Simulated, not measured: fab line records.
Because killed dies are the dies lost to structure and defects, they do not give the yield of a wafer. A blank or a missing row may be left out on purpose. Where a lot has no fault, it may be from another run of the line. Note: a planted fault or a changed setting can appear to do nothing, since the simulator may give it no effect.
Which tool is to blame? / flow nandHarc / 36 wafers from 12 lots sampled at 6 of the route's 1302 steps

== WHAT EACH GAUGE READ, for each wafer ==
NHARC_A_CHANNEL_HOLE_D1_INSPECT_40. Usual: 72 for rawDefectCount, sd 24.
lot=L919; measured=day 9 07:04; on=defectInspect-02; rawDefectCount=26 49 47; flag=
lot=L921; measured=day 9 21:50; on=defectInspect-02; rawDefectCount=113 114 94; flag=
lot=L923; measured=day 10 17:01; on=defectInspect-02; rawDefectCount=89 85 83; flag=
lot=L925; measured=day 11 15:36; on=defectInspect-02; rawDefectCount=73 62 79; flag=
lot=L924; measured=day 11 16:54; on=defectInspect-02; rawDefectCount=59 75 85; flag=
lot=L932; measured=day 15 05:13; on=defectInspect-02; rawDefectCount=94 100 98; flag=
lot=L934; measured=day 15 21:34; on=defectInspect-01; rawDefectCount=72 61 57; flag=
lot=L936; measured=day 16 06:12; on=defectInspect-02; rawDefectCount=94 73 91; flag=
lot=L935; measured=day 16 06:26; on=defectInspect-02; rawDefectCount=75 78 86; flag=
lot=L937; measured=day 16 13:13; on=defectInspect-01; rawDefectCount=82 82 79; flag=
lot=L938; measured=day 17 07:44; on=defectInspect-02; rawDefectCount=43 47 47; flag=
lot=L941; measured=day 18 03:55; on=defectInspect-01; rawDefectCount=76 98 93; flag=

NHARC_A_ONON_D2_THK_MEAS_30: measures by ellipsometry. Usual: 1005 nm for thkNm, sd 9.3.
lot=L919; measured=day 13 14:53; on=filmMetro-01; thkNm (nm)=993 995 994; flag=
lot=L921; measured=day 13 19:46; on=filmMetro-01; thkNm (nm)=1009 1009 1009; flag=
lot=L923; measured=day 14 21:24; on=filmMetro-02; thkNm (nm)=1082 1083 1083; flag=OFF
lot=L925; measured=day 15 15:51; on=filmMetro-01; thkNm (nm)=1106 1108 1108; flag=OFF
lot=L924; measured=day 15 15:50; on=filmMetro-02; thkNm (nm)=1002 1003 1002; flag=
lot=L932; measured=day 19 07:16; on=filmMetro-01; thkNm (nm)=985 986 986; flag=
lot=L934; measured=day 20 04:20; on=filmMetro-01; thkNm (nm)=1009 1008 1008; flag=
lot=L936; measured=day 20 09:40; on=filmMetro-01; thkNm (nm)=1004 1004 1003; flag=
lot=L935; measured=day 20 09:35; on=filmMetro-02; thkNm (nm)=1022 1024 1024; flag=
lot=L937; measured=day 21 02:25; on=filmMetro-01; thkNm (nm)=993 994 992; flag=
lot=L938; measured=day 21 12:33; on=filmMetro-02; thkNm (nm)=1004 1004 1002; flag=
lot=L941; measured=day 22 06:53; on=filmMetro-02; thkNm (nm)=1009 1010 1009; flag=

NHARC_END_SORT_01. Usual: killedAtArray 57, standard deviation 18; killedAtOther 0.8, standard deviation 1; killedAtPeriphery 3.9, standard deviation 2.8; killedDies 62, standard deviation 18; killedOpen 3.4, standard deviation 1.8; killedShort 2.2, standard deviation 1.6.
lot=L923; measured=day 26 23:17; on=prober-02; killedAtArray=671 667 665; killedAtOther=0 0 0; killedAtPeriphery=6 10 12; killedDies=677 677 677; killedOpen=7 3 3; killedShort=3 1 1; flag=OFF
lot=L925; measured=day 26 23:14; on=prober-01; killedAtArray=675 671 674; killedAtOther=2 1 1; killedAtPeriphery=0 5 2; killedDies=677 677 677; killedOpen=4 2 3; killedShort=0 1 1; flag=OFF

== TOOL THAT RAN EACH LOT (tool first, then ch and the chambers of the sampled wafers, then the start) ==
lot=L919; NHARC_A_DECK1_JOINT_ETCHBACK_07=rieSi-01 ch 1,2,3, day 11 08:44; NHARC_A_DECK1_JOINT_ETCHBACK_00=rieSi-01 ch 1,2,3, day 12 04:26; NHARC_A_ONON_D2_DEP_28=pecvdOnon-03 ch 0, day 13 14:26
lot=L921; NHARC_A_DECK1_JOINT_ETCHBACK_07=rieSi-03 ch 2,3, day 11 22:05; NHARC_A_DECK1_JOINT_ETCHBACK_00=rieSi-01 ch 0,2,3, day 12 10:49; NHARC_A_ONON_D2_DEP_28=pecvdOnon-03 ch 0, day 13 19:25
lot=L923; NHARC_A_DECK1_JOINT_ETCHBACK_07=rieSi-01 ch 1,2,3, day 12 16:07; NHARC_A_DECK1_JOINT_ETCHBACK_00=rieSi-06 ch 0,2,3, day 13 06:07; NHARC_A_ONON_D2_DEP_28=pecvdOnon-03 ch 0, day 14 20:57
lot=L925; NHARC_A_DECK1_JOINT_ETCHBACK_07=rieSi-03 ch 1,2, day 13 15:31; NHARC_A_DECK1_JOINT_ETCHBACK_00=rieSi-03 ch 1,2,3, day 14 02:02; NHARC_A_ONON_D2_DEP_28=pecvdOnon-03 ch 0, day 15 15:24
lot=L924; NHARC_A_DECK1_JOINT_ETCHBACK_07=rieSi-06 ch 2,3, day 13 15:29; NHARC_A_DECK1_JOINT_ETCHBACK_00=rieSi-06 ch 0,1,3, day 14 02:02; NHARC_A_ONON_D2_DEP_28=pecvdOnon-02 ch 0, day 15 15:30
lot=L932; NHARC_A_DECK1_JOINT_ETCHBACK_07=rieSi-03 ch 1,2,3, day 17 10:32; NHARC_A_DECK1_JOINT_ETCHBACK_00=rieSi-01 ch 1,2, day 17 21:26; NHARC_A_ONON_D2_DEP_28=pecvdOnon-03 ch 0, day 19 06:45
lot=L934; NHARC_A_DECK1_JOINT_ETCHBACK_07=rieSi-06 ch 0,3, day 17 22:37; NHARC_A_DECK1_JOINT_ETCHBACK_00=rieSi-03 ch 0,3, day 18 09:17; NHARC_A_ONON_D2_DEP_28=pecvdOnon-04 ch 0, day 20 03:50
lot=L936; NHARC_A_DECK1_JOINT_ETCHBACK_07=rieSi-03 ch 0,2,3, day 18 06:17; NHARC_A_DECK1_JOINT_ETCHBACK_00=rieSi-06 ch 1,2,3, day 18 16:58; NHARC_A_ONON_D2_DEP_28=pecvdOnon-03 ch 0, day 20 09:09
lot=L935; NHARC_A_DECK1_JOINT_ETCHBACK_07=rieSi-01 ch 1,2,3, day 18 06:17; NHARC_A_DECK1_JOINT_ETCHBACK_00=rieSi-01 ch 0,2,3, day 18 16:58; NHARC_A_ONON_D2_DEP_28=pecvdOnon-02 ch 0, day 20 09:04
lot=L937; NHARC_A_DECK1_JOINT_ETCHBACK_07=rieSi-01 ch 1,2,3, day 18 14:49; NHARC_A_DECK1_JOINT_ETCHBACK_00=rieSi-06 ch 1,3, day 19 05:19; NHARC_A_ONON_D2_DEP_28=pecvdOnon-04 ch 0, day 21 01:54
lot=L938; NHARC_A_DECK1_JOINT_ETCHBACK_07=rieSi-03 ch 0,1,2, day 19 11:23; NHARC_A_DECK1_JOINT_ETCHBACK_00=rieSi-01 ch 0,2,3, day 19 22:04; NHARC_A_ONON_D2_DEP_28=pecvdOnon-03 ch 0, day 21 12:02
lot=L941; NHARC_A_DECK1_JOINT_ETCHBACK_07=rieSi-01 ch 0,1,2, day 20 01:36; NHARC_A_DECK1_JOINT_ETCHBACK_00=rieSi-03 ch 0,1,2, day 20 12:15; NHARC_A_ONON_D2_DEP_28=pecvdOnon-03 ch 0, day 22 06:26
- NHARC_A_DECK1_JOINT_ETCHBACK_07: etches the open film in HBr, target depth 105 nm, time 26.9 s.
- NHARC_A_DECK1_JOINT_ETCHBACK_00: etches the open film in HBr, target depth 30 nm, time 17.4 s.
- NHARC_A_ONON_D2_DEP_28: target thk 1000 nm.

== AS READ BY THE TOOLS THEMSELVES (means over the sampled wafers that have a number; for cases with no such wafer, the mark the record gives instead) ==
NHARC_A_DECK1_JOINT_ETCHBACK_07. Usual: chamberPressureMTorr 14.999 mTorr, standard deviation 0.013; drypumpMotorCurrentA 5.6 A, standard deviation 0.49; heBacksideLeakSccm 2.72 sccm, standard deviation 0.26; oesProductAu 0.999 a.u., standard deviation 0.0098; rfFwdPowerW 345.2 W, standard deviation 2; throttleValvePct 23.266 %, standard deviation 0.01.
lot=L919; tool=rieSi-01; chamberPressureMTorr (mTorr)=15.018; drypumpMotorCurrentA (A)=5.4; heBacksideLeakSccm (sccm)=2.37; oesProductAu (a.u.)=0.998; rfFwdPowerW (W)=344.3; throttleValvePct (%)=23.259; flag=
lot=L921; tool=rieSi-03; chamberPressureMTorr (mTorr)=14.983; drypumpMotorCurrentA (A)=5.6; heBacksideLeakSccm (sccm)=2.85; oesProductAu (a.u.)=1.008; rfFwdPowerW (W)=345.5; throttleValvePct (%)=23.248; flag=
lot=L923; tool=rieSi-01; chamberPressureMTorr (mTorr)=15.002; drypumpMotorCurrentA (A)=5.4; heBacksideLeakSccm (sccm)=2.51; oesProductAu (a.u.)=0.995; rfFwdPowerW (W)=345.4; throttleValvePct (%)=23.270; flag=
lot=L925; tool=rieSi-03; chamberPressureMTorr (mTorr)=15.002; drypumpMotorCurrentA (A)=5.3; heBacksideLeakSccm (sccm)=2.58; oesProductAu (a.u.)=1.004; rfFwdPowerW (W)=345.8; throttleValvePct (%)=23.272; flag=
lot=L924; tool=rieSi-06; chamberPressureMTorr (mTorr)=14.993; drypumpMotorCurrentA (A)=5.8; heBacksideLeakSccm (sccm)=2.83; oesProductAu (a.u.)=1.010; rfFwdPowerW (W)=345.2; throttleValvePct (%)=23.257; flag=
lot=L932; tool=rieSi-03; chamberPressureMTorr (mTorr)=15.011; drypumpMotorCurrentA (A)=5.4; heBacksideLeakSccm (sccm)=2.72; oesProductAu (a.u.)=1.004; rfFwdPowerW (W)=344.2; throttleValvePct (%)=23.269; flag=
lot=L934; tool=rieSi-06; chamberPressureMTorr (mTorr)=15.003; drypumpMotorCurrentA (A)=5.9; heBacksideLeakSccm (sccm)=3.01; oesProductAu (a.u.)=1.011; rfFwdPowerW (W)=344.3; throttleValvePct (%)=23.276; flag=
lot=L936; tool=rieSi-03; chamberPressureMTorr (mTorr)=14.998; drypumpMotorCurrentA (A)=5.8; heBacksideLeakSccm (sccm)=2.88; oesProductAu (a.u.)=0.994; rfFwdPowerW (W)=346.6; throttleValvePct (%)=23.267; flag=
lot=L935; tool=rieSi-01; chamberPressureMTorr (mTorr)=14.983; drypumpMotorCurrentA (A)=5.4; heBacksideLeakSccm (sccm)=2.48; oesProductAu (a.u.)=0.990; rfFwdPowerW (W)=343.6; throttleValvePct (%)=23.275; flag=
lot=L937; tool=rieSi-01; chamberPressureMTorr (mTorr)=14.990; drypumpMotorCurrentA (A)=5.4; heBacksideLeakSccm (sccm)=2.46; oesProductAu (a.u.)=1.005; rfFwdPowerW (W)=344.5; throttleValvePct (%)=23.257; flag=
lot=L938; tool=rieSi-03; chamberPressureMTorr (mTorr)=14.997; drypumpMotorCurrentA (A)=5.6; heBacksideLeakSccm (sccm)=2.62; oesProductAu (a.u.)=0.991; rfFwdPowerW (W)=345.8; throttleValvePct (%)=23.256; flag=
lot=L941; tool=rieSi-01; chamberPressureMTorr (mTorr)=15.010; drypumpMotorCurrentA (A)=5.7; heBacksideLeakSccm (sccm)=2.75; oesProductAu (a.u.)=1.003; rfFwdPowerW (W)=343.3; throttleValvePct (%)=23.263; flag=

NHARC_A_DECK1_JOINT_ETCHBACK_00. Usual: chamberPressureMTorr 15.000 mTorr, standard deviation 0.012; drypumpMotorCurrentA 5.6 A, standard deviation 0.51; heBacksideLeakSccm 2.74 sccm, standard deviation 0.27; oesProductAu 1.000 a.u., standard deviation 0.01; rfFwdPowerW 344.1 W, standard deviation 2.1; throttleValvePct 23.266 %, standard deviation 0.0093.
lot=L919; tool=rieSi-01; chamberPressureMTorr (mTorr)=15.001; drypumpMotorCurrentA (A)=5.4; heBacksideLeakSccm (sccm)=2.56; oesProductAu (a.u.)=0.997; rfFwdPowerW (W)=344.5; throttleValvePct (%)=23.265; flag=
lot=L921; tool=rieSi-01; chamberPressureMTorr (mTorr)=14.991; drypumpMotorCurrentA (A)=6.0; heBacksideLeakSccm (sccm)=2.62; oesProductAu (a.u.)=1.005; rfFwdPowerW (W)=342.4; throttleValvePct (%)=23.256; flag=
lot=L923; tool=rieSi-06; chamberPressureMTorr (mTorr)=15.003; drypumpMotorCurrentA (A)=5.5; heBacksideLeakSccm (sccm)=3.03; oesProductAu (a.u.)=1.011; rfFwdPowerW (W)=343.8; throttleValvePct (%)=23.265; flag=
lot=L925; tool=rieSi-03; chamberPressureMTorr (mTorr)=14.997; drypumpMotorCurrentA (A)=5.4; heBacksideLeakSccm (sccm)=2.65; oesProductAu (a.u.)=1.000; rfFwdPowerW (W)=343.9; throttleValvePct (%)=23.267; flag=
lot=L924; tool=rieSi-06; chamberPressureMTorr (mTorr)=15.005; drypumpMotorCurrentA (A)=5.5; heBacksideLeakSccm (sccm)=2.88; oesProductAu (a.u.)=0.993; rfFwdPowerW (W)=343.4; throttleValvePct (%)=23.262; flag=
lot=L932; tool=rieSi-01; chamberPressureMTorr (mTorr)=15.002; drypumpMotorCurrentA (A)=5.2; heBacksideLeakSccm (sccm)=2.72; oesProductAu (a.u.)=1.008; rfFwdPowerW (W)=343.7; throttleValvePct (%)=23.272; flag=
lot=L934; tool=rieSi-03; chamberPressureMTorr (mTorr)=14.996; drypumpMotorCurrentA (A)=6.1; heBacksideLeakSccm (sccm)=3.08; oesProductAu (a.u.)=0.990; rfFwdPowerW (W)=344.8; throttleValvePct (%)=23.277; flag=
lot=L936; tool=rieSi-06; chamberPressureMTorr (mTorr)=14.999; drypumpMotorCurrentA (A)=5.5; heBacksideLeakSccm (sccm)=2.77; oesProductAu (a.u.)=0.999; rfFwdPowerW (W)=344.6; throttleValvePct (%)=23.266; flag=
lot=L935; tool=rieSi-01; chamberPressureMTorr (mTorr)=14.999; drypumpMotorCurrentA (A)=5.9; heBacksideLeakSccm (sccm)=2.59; oesProductAu (a.u.)=0.991; rfFwdPowerW (W)=342.4; throttleValvePct (%)=23.279; flag=
lot=L937; tool=rieSi-06; chamberPressureMTorr (mTorr)=15.003; drypumpMotorCurrentA (A)=5.8; heBacksideLeakSccm (sccm)=2.75; oesProductAu (a.u.)=1.011; rfFwdPowerW (W)=344.9; throttleValvePct (%)=23.268; flag=
lot=L938; tool=rieSi-01; chamberPressureMTorr (mTorr)=15.005; drypumpMotorCurrentA (A)=6.0; heBacksideLeakSccm (sccm)=2.58; oesProductAu (a.u.)=0.993; rfFwdPowerW (W)=342.9; throttleValvePct (%)=23.272; flag=
lot=L941; tool=rieSi-03; chamberPressureMTorr (mTorr)=15.004; drypumpMotorCurrentA (A)=5.6; heBacksideLeakSccm (sccm)=2.60; oesProductAu (a.u.)=0.999; rfFwdPowerW (W)=344.0; throttleValvePct (%)=23.265; flag=

== THE ANSWER, worked out from the rows above alone ==
Rule: take the mean of a lot's wafers that have a number; if it is more than 3 standard deviations from the usual mean, the lot is off. Also off: a lot with no number at a reading for which 4 or more lots have one. Where the step has rows for the other lots, those lots are counted as sound. Order of review: gauges by route order, followed by the tools' own readings, for which a lot's mean as printed above is used. The first step at which some lot is off is used, and at that step the reading that is off furthest; a lot without a number counts as furthest.
Off at NHARC_A_ONON_D2_THK_MEAS_30 (thkNm): L923, L925.
If a tool, at a process step before that reading, ran all the lots that are off and no sound lot after the first of them, it fits. Not tried: the gauges at NHARC_A_ONON_D2_THK_MEAS_30; whatever is off there is also off at NHARC_END_SORT_01, on other tools, and gauge error can't account for it. No candidate that was tried fits.

== WHAT THE SIMULATOR HAD INSERTED ==
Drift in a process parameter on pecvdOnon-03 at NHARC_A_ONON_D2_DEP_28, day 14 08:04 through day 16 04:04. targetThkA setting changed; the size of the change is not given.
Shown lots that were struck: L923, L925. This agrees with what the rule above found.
